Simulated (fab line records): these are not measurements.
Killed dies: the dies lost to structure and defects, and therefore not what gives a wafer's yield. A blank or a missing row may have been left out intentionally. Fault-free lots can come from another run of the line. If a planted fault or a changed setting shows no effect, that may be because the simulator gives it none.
2 desks, one fault ; flow nandHarc ; numbers are kept per desk, each desk with only its own; the story behind them comes last

== TOOL OWNER'S DESK, pecvdOnon-03 ==
The tool's own readings at NHARC_A_ONON_D1_DEP_28 (target thk 1000 nm): means of the sampled wafers that have a number, for each lot that ran on this tool. If a lot's mean is further than 4 standard deviations from the usual mean, the lot is out of limits and carries the mark OUT (the distance appears in the brackets).
Columns: A = sih4FlowSccm at NHARC_A_ONON_D1_DEP_28, usual 209.9 sccm
lot;first seen here;A
L441;day 8 13:16;210.0
L443;day 8 22:17;209.8
L445;day 9 09:23;209.5
L449;day 10 04:32;208.9
L456;day 12 03:52;210.1
L458;day 12 04:06;209.2
Finding of this desk: none of the 6 lots has anything out of limits.

== AT THE METROLOGY DESK ==
Means of the sampled wafers that have a number, per lot and without regard to the tool the lot ran on: this is what the gauges read. If a lot's mean is further than 4 standard deviations from the usual mean, the lot is out of limits and carries the mark OUT (the distance appears in the brackets).
Columns: A = thkNm at NHARC_A_ONON_D1_THK_MEAS_05, usual 1000 nm; B = thkNm at NHARC_A_ONON_D1_THK_MEAS_24, usual 998 nm; C = thkNm at NHARC_A_ONON_D1_THK_MEAS_30, usual 997 nm
lot;first seen here;A;B;C
L441;day 8 02:00;990;990;1000
L442;day 8 06:06;998;988;989
L443;day 8 11:19;1009;1002;1007
L445;day 8 21:42;1005;998;1001
L448;day 9 06:49;980;984;986
L450;day 9 17:53;995;998;1000
L449;day 9 18:07;1012;993;996
L452;day 10 04:52;995;1009;993
L456;day 11 15:24;1011;1003;1516 (+52) OUT
L458;day 11 19:10;996;1007;1512 (+52) OUT
L462;day 12 16:40;1010;996;975
L461;day 12 16:45;1001;1018;977
L464;day 13 08:09;988;982;995
This desk's finding: out of limits on L456, L458; first on L456, day 12 04:16 (thkNm at NHARC_A_ONON_D1_THK_MEAS_30). L441, L442, L443, L445, L448, L450, L449, L452, L462, L461, L464: within limits.

== ALL TOGETHER ==
On L456, L458, the metrology desk was in a position to raise an alarm at day 12 04:16.
Nothing out of limits was seen by the tool owner's desk.
The tool owner's desk has L456, L458 on record, within its limits.
Every lot named ran NHARC_A_ONON_D1_DEP_28 on pecvdOnon-03.

== WHAT THE SIMULATOR PUT IN ==
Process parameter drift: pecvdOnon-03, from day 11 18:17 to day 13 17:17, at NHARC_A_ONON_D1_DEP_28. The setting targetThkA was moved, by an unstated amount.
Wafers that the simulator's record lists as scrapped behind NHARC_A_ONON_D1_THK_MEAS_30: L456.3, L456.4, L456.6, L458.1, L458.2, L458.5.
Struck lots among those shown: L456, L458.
Time in hours between the start of the fault and the first out-of-limits reading at each desk: metrology desk, 10.
